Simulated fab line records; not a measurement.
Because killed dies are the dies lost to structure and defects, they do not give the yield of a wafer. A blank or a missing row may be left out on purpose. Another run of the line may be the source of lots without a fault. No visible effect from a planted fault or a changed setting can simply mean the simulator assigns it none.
Matching of chambers    flow n5-finfet    pecvd-01 running N5_SDB_HM_DEP_00: 3 sister chambers
The step deposits SiNx from SiH4/NH3/N2, target thk 40 nm, time 35.3 s. 6 wafers are shown with their chamber, then 9 later ones without.

WAFERS WITH THEIR CHAMBER
wafer   chamber  showerhead-plenum-p-Torr (Torr)  throttle-valve-pct (%)
L083.1  0        5.24                             36.1
L087.1  1        5.09                             40.9
L087.6  1        5.09                             40.6
L091.1  0        5.26                             36.3
L091.2  2        5.06                             38.3
L091.4  2        5.06                             38.4

WAFERS MISSING THEIR CHAMBER
wafer   showerhead-plenum-p-Torr (Torr)  throttle-valve-pct (%)
L094.1  5.26                             36.3
L094.2  5.08                             40.6
L094.3  5.06                             38.4
L096.1  5.27                             36.4
L096.5  5.05                             38.5
L096.6  5.09                             40.8
L097.1  5.10                             40.6
L097.3  5.06                             38.5
L097.5  5.09                             40.8

WHICH CHAMBER EACH WENT THROUGH
wafer   from the rows above  in truth
L094.1  0                    0
L094.2  1                    1
L094.3  2                    2
L096.1  0                    0
L096.5  2                    2
L096.6  1                    1
L097.1  1                    1
L097.3  2                    2
L097.5  1                    1
Placed correctly: 9 of 9. From these rows, 0 cannot be placed. Number placed wrongly: 0.
How it was worked out, from the rows above alone: a wafer's distance from a chamber is the root of the sum, over the readings, of the square of ((its reading less the chamber's mean) divided by the reading's scatter). The wafer belongs to the nearest chamber; if the next one is less than 2 further off, it can't be placed. Each chamber's mean is taken over the wafers shown for it. The scatter: the root of (the sum of the squares of (reading less its chamber's mean) over the shown wafers, divided by (wafers less chambers)).
